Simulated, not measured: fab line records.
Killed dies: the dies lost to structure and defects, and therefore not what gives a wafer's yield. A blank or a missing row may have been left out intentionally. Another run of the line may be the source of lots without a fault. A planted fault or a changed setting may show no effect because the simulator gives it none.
fab line records + flow n5Finfet
record:
- lots: 4
- wafers: 12
- lastDay: 17
route steps=1938 shown BEOL_M14@1745 BEOL_M15@1773 PASSIVATION@1936
lots with no fault: from the same line, run without faults
startH: hours from the record's first day to the start of the lot's first wafer shown + waitH: how many hours have passed since the lot's step before this one + " the same as in the row above + L1.1+2: a single row standing in for several wafers + - no value, or no start given + * or withheld: withheld + < > ~ a bound
route shown NAME@n: names a module that has steps shown in the file, with the first one's number in the route + usual: average and standard deviation across the fault-free wafers + same: alike in all rows + chamber/n: place in a boat + sites: readings site by site + _std_site: standard deviation of those values + _edge_site: outer sites' mean less inner sites' + radiusMm: how far each site lies from the wafer's centre + mask NAME#n: copy n + behind: the last tool/chamber to shape the wafer + hold: why the lot went on hold/how many hours it stayed there/how the hold came to an end + device: the transistor (n, p or np) that didn't switch + end of line: at the end of the route, the tests of the same wafers + a step given without rows: its recipe and nothing more + killed: dies that structure and defects cost at the first sort, which is not the same as the wafer's yield + map: the dies of a wafer, with x for killed, . for not killed, _ for no die there
set.NAME: setting as actually run; set.NAME@STEP: the setting as run at that earlier step + model.NAME: the simulator's own value behind a step, which no gauge read
lots seen at some steps along the route; tables by step, rows by wafer
services: the hour from which a tool's chamber was out of use, counted from the record's first day as startH (under 0 if before that day), plus the number of hours and why
== steps ==
step: N5_BEOL_M14_HARDBAKE_32
recipe:
- tempC: 130
- timeS: 120
step: N5_BEOL_M14_DESCUM_33
recipe:
- chemistry: O2
- timeS: 7.9
- sourcePowerW: 50
- biasPowerW: 20
- pressureMtorr: 20
- rfFrequencyHz: 2.712e+07
- tempC: 40
- o2FlowSccm: 225
step: N5_BEOL_M14_ETCH_67
recipe:
- chemistry: CF4
- target: SiARC
- targetDepthA: 1430
- timeS: 238.3
- ionEnergyEv: 80
- pressureMtorr: 40
- sourceW: 545
- biasW: 36
- Ar_flow_sccm: 100
- cf4FlowSccm: 100
- ends: cleared
step: N5_BEOL_M14_ETCH_68
recipe:
- chemistry: N2/H2
- target: SOC
- maskMaterial: SiARC
- sourceW: 3000
- biasW: 350
- tempC: 40
- timeS: 450
- ionEnergyEv: 200
- pressureMtorr: 30
- n2FlowSccm: 200
- h2FlowSccm: 200
step: N5_BEOL_M14_STRIP_69
recipe:
- chemistry: N2/H2
- tempC: 40
- n2FlowSccm: 200
- h2FlowSccm: 200
- rfFrequencyHz: 6e+07
step: N5_BEOL_M14_TRENCH_ETCH_34
recipe:
- chemistry: C4F8/O2/Ar
- target: SiO2
- targetDepthA: 5566.5
- maskMaterial: SOC
- heInnerTorr: 15
- heOuterTorr: 30
- timeS: 126.9
- ionEnergyEv: 800
- pressureMtorr: 20
- sourceW: 1905
- biasW: 2040
- Ar_flow_sccm: 400
- C4F8_flow_sccm: 16
- O2_flow_sccm: 12
step: N5_BEOL_M14_STRIP_70
recipe:
- chemistry: C4F8/O2/Ar
- resist: SiARC
- rfFrequencyHz: 6e+07
step: N5_BEOL_M14_STRIP_37
recipe:
- chemistry: O2
- powerW: 600
- tempC: 60
- pressureMtorr: 30
- rfFrequencyHz: 6e+07
- biasPowerW: 0
- overashFraction: 0.3
- o2FlowSccm: 225
step: N5_BEOL_M14_ETCH_38
recipe:
- chemistry: CF4/N2
- target: SiCN
- targetDepthA: 1065
- taperDeg: 2
- timeS: 120.6
- ionEnergyEv: 150
- maskMaterial: SiO2
- pressureMtorr: 40
- sourceW: 430
- biasW: 70
- Ar_flow_sccm: 100
- cf4FlowSccm: 60
- n2FlowSccm: 60
usual:
- drypumpMotorCurrentA: 5.7/0.5
- mfcArSccm: 100.0/0.32
- oesProductAu: 0.78/0.075
- rfVppV: 382.0/1.8
- showerheadPlenumPTorr: 2.20/0.067
- throttleValvePct: 15.38/0.25
| lot.wafer | tool       | chamber | startH | waitH | drypumpMotorCurrentA | mfcArSccm | oesProductAu | rfHoursCounterH | rfVppV | showerheadPlenumPTorr | throttleValvePct |
|-----------|------------|---------|--------|-------|----------------------|-----------|--------------|-----------------|--------|-----------------------|------------------|
| L467.1    | rieDiel-02 | 2       | 256.58 | -     | 5.1                  | 100.0     | 0.85         | 80              | 381.1  | 2.14                  | 15.13            |
| L467.2    | "          | 3       | "      | "     | 5.2                  | 100.3     | 0.70         | 221             | 382.6  | 2.27                  | 15.98            |
| L467.5    | "          | 1       | "      | "     | 5.5                  | 99.4      | 0.66         | -               | 384.6  | 2.26                  | 15.46            |
| L470.4    | rieDiel-02 | 0       | 284.86 | -     | 6.1                  | 99.8      | 0.77         | -               | 383.1  | 2.23                  | 15.19            |
| L470.5    | "          | 3       | "      | "     | 5.2                  | 100.1     | 0.69         | -               | 384.8  | 2.27                  | 15.99            |
| L470.6    | "          | 2       | "      | "     | 5.1                  | 99.5      | 0.83         | -               | 381.1  | 2.14                  | 15.15            |
| L471.1    | rieDiel-02 | 3       | 290.54 | -     | 5.1                  | 99.5      | 0.68         | 237             | 385.2  | 2.27                  | 16.01            |
| L471.2    | "          | 2       | "      | "     | 5.0                  | 99.4      | 0.83         | 96              | 379.9  | 2.14                  | 15.15            |
| L471.4    | "          | 0       | "      | "     | 6.1                  | 100.2     | 0.76         | -               | 383.3  | 2.23                  | 15.19            |
| L487.1    | rieDiel-06 | 2       | 382.24 | -     | 5.9                  | 99.9      | 0.72         | 190             | 384.8  | 2.29                  | 15.63            |
| L487.2    | "          | 0       | "      | "     | 6.7                  | 100.1     | 0.81         | 75              | 382.6  | 2.23                  | 15.38            |
| L487.4    | "          | 3       | "      | "     | 5.6                  | 100.4     | 0.70         | 216             | 379.2  | 2.10                  | 15.45            |
step: N5_BEOL_M14_PRECLEAN_39
recipe:
- chemistry: residueRemover
- timeS: 60
- tempC: 40
step: N5_BEOL_M14_SRD_40
recipe:
- timeS: 30
- tempC: 23
- rinseLiquid: diw
- dry: n2Spin
- spinRpm: 1500
- dryTimeS: 30
step: N5_BEOL_M14_DEGAS_41
recipe:
- ambient: vacuum
- tempC: 300
- timeS: 60
step: N5_BEOL_M14_PRE_CLEAN_42
recipe:
- gas: H2/He
- timeS: 30
- tempC: 300
step: N5_BEOL_M14_SPUTTER_43
recipe:
- material: TaN
- targetThkA: 150
- tempC: 50
- biasV: 168.6
- powerW: 15000
- chamberPressurePa: 0.12
- timeS: 24.19
step: N5_BEOL_M14_SPUTTER_44
recipe:
- material: Ta
- targetThkA: 150
- tempC: 50
- biasV: 80
- powerW: 15000
- chamberPressurePa: 0.07
- timeS: 24.19
step: N5_BEOL_M14_SPUTTER_45
recipe:
- material: Cu
- targetThkA: 1000
- tempC: -20
- biasV: 60
- powerW: 26000
- chamberPressurePa: 0.13
- timeS: 16.67
step: N5_BEOL_M14_ECD_47
recipe:
- material: Cu
- targetThkA: 12480
step: N5_BEOL_M14_ANNEAL_48
recipe:
- tempC: 225
- timeS: 90
- ambient: N2
step: N5_BEOL_M14_CMP_49
recipe:
- stopOn: SiO2
- tOverpolishS: 5.2
- downForcePsi: 2
- platenRpm: 80
- clearingPlatenDownForcePsi: 2
- clearingPlatenRpm: 80
- postCmpClean: cuAlkaline
- targetThkNm: 560
- clearingPlatenPadVelocityMS: 1.5917
- padVelocityMS: 1.5917
step: N5_BEOL_M14_PRE_CLEAN_52
recipe:
- gas: NH3
- timeS: 15
- tempC: withheld
- rfPowerW: 300
step: N5_BEOL_M14_DEP_53
recipe:
- material: SiCN
- targetThkA: 500
- tempC: withheld
- precursor: 3MS/NH3
- pressureTorr: 3
- rfW: 675
- timeS: 17.8
step: N5_BEOL_M15_ILD_DEP_00
recipe:
- material: SiO2
- targetThkA: 16293
- tempC: 400
- precursor: TEOS/O2
- pressureTorr: 6.5
- rfW: 900
- teosFlowSccm: 161.4
- gas: O2
- flowSccm: 2650
- timeS: 346.1
step: N5_BEOL_M15_COAT_58
recipe:
- resist: BARC
- tempC: 205
- timeS: 60
- spinRpm: 1500
- resistThkNm: 89
step: N5_BEOL_M15_COAT_04
recipe:
- spinRpm: 1704
- resistThkNm: 800
step: N5_BEOL_M15_EBR_06
recipe:
- solvent: PGMEA
- ebrWidthMm: 1.5
step: N5_BEOL_M15_SOFTBAKE_05
recipe:
- tempC: 130
- timeS: 60
step: N5_BEOL_M15_EXPOSE_07
recipe:
- maskId: V14
- na: 0.8
- sourceShape: annular
- sigmaInner: 0.5
- sigmaOuter: 0.8
- polarization: unpolarized
- attpsmPhaseDeg: 180
- doseMj: 41.25
step: N5_BEOL_M15_PEB_08
recipe:
- pebTempC: 130
- pebTimeS: 90
step: N5_BEOL_M15_DEVELOP_09
recipe:
- developTimeS: 45
- rinseLiquid: diw
- dry: airSpin
- devTempC: 21
step: N5_BEOL_M15_HARDBAKE_14
recipe:
- tempC: 130
- timeS: 120
step: N5_BEOL_M15_DESCUM_15
recipe:
- chemistry: O2
- timeS: 7.9
- sourcePowerW: 50
- biasPowerW: 20
- pressureMtorr: 20
- rfFrequencyHz: 2.712e+07
- tempC: 40
- o2FlowSccm: 225
step: N5_PASSIVATION_PROBE_49
usual:
- defectLimitedYield: 91.4/1.5
- killed_at_M0_to_M3: 33/9.8
- killed_at_M4_up: 14/5.5
- killedAtContacts: 12/6.5
- killedAtFrontEnd: 38/11
- killedAtOther: 3/3.1
- killedDies: 101/17
- killedOnRim: 14/4.4
- killedOpen: 66/13
- killedShort: 32/7.5
- sort_bin_5_function: 5.0/1
- sort_bin_6_memory: 3.2/0.69
- sortNPass: 1079/17
- sortYieldPct: 91.4/1.5
same:
- grossDies: 1180
- killedAtBackSide: 0
- sort_bin_4_leakage[%]: 0
- sort_bin_8_speed[%]: 0
| lot.wafer | tool      | chamber | startH | waitH | defectLimitedYield[%] | killed_at_M0_to_M3 | killed_at_M4_up | killedAtContacts | killedAtFrontEnd | killedAtOther | killedDies | killedOnRim | killedOpen | killedShort | sort_bin_5_function[%] | sort_bin_6_memory[%] | sortNPass | sortYieldPct[%] |
|-----------|-----------|---------|--------|-------|-----------------------|--------------------|-----------------|------------------|------------------|---------------|------------|-------------|------------|-------------|------------------------|----------------------|-----------|-----------------|
| L467.1    | prober-01 | -       | 279.91 | 0.0   | 90.6                  | 38                 | 8               | 23               | 41               | 1             | 111        | 16          | 76         | 33          | 5.7                    | 3.5                  | 1069      | 90.6            |
| L467.2    | prober-01 | -       | 279.96 | 0.1   | 93.5                  | 19                 | 8               | 11               | 37               | 2             | 77         | 11          | 47         | 28          | 4.1                    | 2.4                  | 1103      | 93.5            |
| L467.5    | prober-01 | -       | 280.11 | 0.2   | 89.3                  | 25                 | 10              | 21               | 64               | 6             | 126        | 19          | 85         | 40          | 7.6                    | 2.5                  | 1054      | 89.3            |
| L470.4    | prober-02 | -       | 313.56 | 0.2   | 68.0                  | 31                 | 137             | 5                | 203              | 2             | 378        | 39          | 64         | 43          | 19.6                   | 6.2                  | 802       | 68.0            |
| L470.5    | prober-02 | -       | 313.61 | 0.2   | 68.9                  | 39                 | 123             | 16               | 189              | 0             | 367        | 34          | 62         | 39          | 17.4                   | 6.2                  | 813       | 68.9            |
| L470.6    | prober-02 | -       | 313.66 | 0.3   | 69.5                  | 33                 | 146             | 12               | 165              | 4             | 360        | 16          | 65         | 28          | 18.1                   | 5.4                  | 820       | 69.5            |
| L471.1    | prober-02 | -       | 315.06 | 0.0   | 69.2                  | 30                 | 126             | 20               | 175              | 12            | 363        | 39          | 64         | 30          | 18.3                   | 5.3                  | 817       | 69.2            |
| L471.2    | prober-02 | -       | 315.11 | 0.1   | 69.2                  | 26                 | 154             | 14               | 169              | 0             | 363        | 15          | 49         | 31          | 18.0                   | 5.5                  | 817       | 69.2            |
| L471.4    | prober-02 | -       | 315.21 | 0.2   | 80.6                  | 19                 | 103             | 8                | 98               | 1             | 229        | 39          | 43         | 23          | 9.9                    | 4.0                  | 951       | 80.6            |
killed by level:class
L467.1 MOL_CONTACT_COAG:geometricParticle:open=19 STI_FIN_REVEAL:geometricParticle:open=11 BEOL_M1:geometricParticle:open=10 BEOL_M3:geometricParticle:open=10 FIN_SAQP:geometricParticle:short=8 FIN_SAQP:geometricParticle:open=6 GATE_CUT:geometricParticle:open=5 BEOL_M0_SAQP:geometricParticle:short=5
L467.2 MOL_CONTACT_COAG:geometricParticle:open=8 FIN_SAQP:geometricParticle:short=7 FIN_SAQP:geometricParticle:open=6 STI_FIN_REVEAL:geometricParticle:open=5 BEOL_M2:geometricParticle:open=4 BEOL_M3:geometricParticle:open=4 DUMMY_GATE:geometricParticle:open=3 GATE_CUT:geometricParticle:short=3
L467.5 FIN_SAQP:geometricParticle:open=27 MOL_CONTACT_COAG:geometricParticle:open=17 STARTING-WAFER:geometricParticle:open=7 FIN_SAQP:geometricParticle:short=6 STI_FIN_REVEAL:geometricParticle:open=6 GATE_CUT:geometricParticle:short=6 BEOL_M1:geometricParticle:short=6 BEOL_M1:geometricParticle:open=5
L470.4 HKMG_FIN:unspecified=143 BEOL_M14:unspecified=122 STI_FIN_REVEAL:geometricParticle:open=16 FIN_SAQP:geometricParticle:short=12 FIN_SAQP:geometricParticle:open=8 BEOL_M2:geometricParticle:open=6 STI_FIN_REVEAL:geometricParticle:short=5 BEOL_M1:geometricParticle:open=5
L470.5 HKMG_FIN:unspecified=148 BEOL_M14:unspecified=114 FIN_SAQP:geometricParticle:open=13 FIN_SAQP:geometricParticle:short=10 MOL_CONTACT_COAG:geometricParticle:open=9 BEOL_M2:geometricParticle:open=8 MOL_CONTACT_COAG:geometricParticle:short=7 BEOL_M1:geometricParticle:open=7
L470.6 HKMG_FIN:unspecified=138 BEOL_M14:unspecified=126 MOL_CONTACT_COAG:geometricParticle:open=10 BEOL_M5:geometricParticle:open=9 BEOL_M0_SAQP:geometricParticle:open=8 STI_FIN_REVEAL:geometricParticle:open=6 BEOL_M0_SAQP:geometricParticle:short=6 FIN_SAQP:geometricParticle:short=5
L471.1 HKMG_FIN:unspecified=142 BEOL_M14:unspecified=117 MOL_CONTACT_COAG:geometricParticle:open=14 HKMG_FIN:areaEtch=10 BEOL_M2:geometricParticle:open=8 MOL_CONTACT_COAG:geometricParticle:short=6 BEOL_M0_SAQP:geometricParticle:open=6 STI_FIN_REVEAL:geometricParticle:open=5
L471.2 BEOL_M14:unspecified=146 HKMG_FIN:unspecified=137 MOL_CONTACT_COAG:geometricParticle:open=13 BEOL_M0_SAQP:geometricParticle:short=11 FIN_SAQP:geometricParticle:open=7 FIN_SAQP:geometricParticle:short=7 BEOL_M4:geometricParticle:open=4 BEOL_M0_SAQP:geometricParticle:open=4
L471.4 BEOL_M14:unspecified=100 HKMG_FIN:unspecified=61 FIN_SAQP:geometricParticle:open=9 FIN_SAQP:geometricParticle:short=8 MOL_CONTACT_COAG:geometricParticle:open=6 STI_FIN_REVEAL:geometricParticle:open=6 BEOL_M2:geometricParticle:open=6 BEOL_M0_SAQP:geometricParticle:open=5
map L470.4 (x killed, . not)
_________________......xx....________________
______________......x...x....x.._____________
___________x...............x.......__________
__________........xx.x.....x.x.x...._________
________x.x.x....x.x.x.........x......_______
_______.xxxxxxx..x.xx..x..........x....______
______x.xx.xxxxxx........x.......x......_____
_____.xxxxxxxxxxxx................x..x...____
____xxxxxxxxxxxxxxxx......................___
___.xxxxxxxxxxxxxxx.........x..............__
___xxxxxxxxxxxxxxxx.x................x....x__
__x.xxxxxxxxxxxxx..x...............x........_
__xxxxxxxxxxxxxxxx.x........................_
_....xxxxxxxxxxxxx...............x...........
_..x.xxxxxxxxx.xxxx..................x..x....
_.....xxxxxxxxxx...x..x....x.x.......x....x.x
_.........xxx...............xx..x...x........
_.......x....x...x.x.x..x.........x.......x..
_........x..x.....x...x...x.......x..........
_.....x.....................x....x.x..x..x...
_.........x...........x.......xx.xxxxxx.xx...
__x.x.x......x....x.......x....xxxxxxxxx...._
__.........x.x.............xx.xxxxxxxxxxxx.._
___.......x.......x.........xxxxxxxxxxxx.xx__
___.x............x..x......xxxxxxxxxxxxxxxx__
____......xx.x.....x...xx.xxxxxxxxxxxxxxxx___
_____......................x.xxxxxxxxxxxx____
______..............x........xxxxxxxxxxx_____
_______...........x.x........xxxxxxxxxx______
________.........x..........x..xxxxxxx_______
__________......x.x.....x...x.x.xxxx_________
___________...x....x........x...x..__________
______________.....x.....x......_____________
_________________.....x....x.________________
map L471.1 (x killed, . not)
_________________.x..........________________
______________x..x........xx...x_____________
___________.......x.x..xx..........__________
__________.x........................_________
________.................xx..x........_______
_______xx...x............x...........x.______
______....x.....x...x...x..............._____
_____..x................x.....x.......x..____
____.x...x.............x.x.x......x.xx....___
___.........x..x.........xx.xx.............__
___x.x..x...........xxxxxxxxxx.xx.......x.x__
__x...x..............x.xxxxxxxxx..x........._
__.................x.xxxxxxxxxxxx..........._
_........x.......xxxxxxxxxxxxxxxx.x........xx
_.................xxxxxxxxxxxxxxxx...........
_..........x..x..x.xxxxxxxxxxxxxxxxx....x....
_...........x......x.xxxxxxxxxxxxx.x....x.x..
_.........x.......xxxxxxxxxxxxxxx............
_.....xx............xxxxxxxxxxxxxx...........
_..................x.xxxxxxxxxxx..x..xx...x..
_....x.............x..xx.x....x.......x....x.
__....x..x.....x..x...xx...................._
__.....x..x........xx......................._
___..............x......x.......xx.........__
___.....x.xx..x.xxx.x..x.......x....x......__
____..x.....xxxxxxx..xxxx..........x......___
_____..x....xxxxxxxxxx.x..........x......____
______.....xxxxxxxxxxxxx.xx...x.......x._____
_______.x..xxxxxxxxxxxxx...............______
________.xxxxxxxxxxxxxxx..........x.xx_______
__________xxxxxxxxxxxxxx.......x...._________
___________xxxxxxxxxxxxxx.x........__________
______________xxxxxxxxx.x......._____________
_________________xxxxxxx..x..________________
== services ==
| tool       | chamber | startH | hours | kind                        |
|------------|---------|--------|-------|-----------------------------|
| rieDiel-06 | 2       | 233.31 | 5.4   | repair                      |
| rieDiel-02 | 1       | 272.82 | -     | clean                       |
| rieDiel-02 | 1       | 272.82 | -     | consumableReplace:focusRing |
| rieDiel-02 | 1       | 272.82 | 19.7  | scheduledDown               |
| rieDiel-02 | 1       | 272.82 | 19.7  | ventCycle                   |
| rieDiel-02 | 0       | 301.45 | 6.4   | repair                      |
| rieDiel-02 | 3       | 319.57 | 8.6   | repair                      |
| rieDiel-06 | 3       | 327.78 | 5.0   | repair                      |
| rieDiel-02 | 3       | 339.67 | -     | clean                       |
| rieDiel-02 | 3       | 339.67 | -     | consumableReplace:focusRing |
| rieDiel-02 | 3       | 339.67 | 16.0  | scheduledDown               |
| rieDiel-02 | 3       | 339.67 | 16.0  | ventCycle                   |
| rieDiel-06 | 0       | 341.21 | 4.4   | repair                      |
| rieDiel-06 | 1       | 352.55 | 12.5  | repair                      |
== key ==
firstSign:
- step: N5_PASSIVATION_PROBE_49
- reading: killed_at_M4_up
- direction: up
- sigmas: 21
- usual: 14
- struck: 132
effect:
- step: N5_PASSIVATION_PROBE_49
- reading: defectLimitedYield
- direction: down
- sigmas: 14
- usual: 91.4
- struck: 70.9
moreKillsBornAt:
- N5_BEOL_M14_ETCH_38@rieDiel-02: 725
metAt N5_BEOL_M14_ETCH_38
struckWafers L470.4,L470.5,L470.6,L471.1,L471.2,L471.4
baselineLoss:
- step: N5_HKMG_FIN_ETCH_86
- wafers: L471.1
onsetBetween 256.58 284.86
earlierFault:
- kind: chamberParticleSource
- tool: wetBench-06
- chamber: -
- onsetH: 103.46
- steps: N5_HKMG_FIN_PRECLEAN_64
- ratePerVisitCm2: 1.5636
fault:
- kind: chamberParticleSource
- tool: rieDiel-02
- chamber: -
- onsetH: 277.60
- steps: N5_BEOL_M14_ETCH_38
- ratePerVisitCm2: 1.5201
- untilTheNextWetClean: True
baselineLoss: these wafers lose ten dies or more at that step, a loss of the line's own and not of a fault; the sort's usual values leave them out
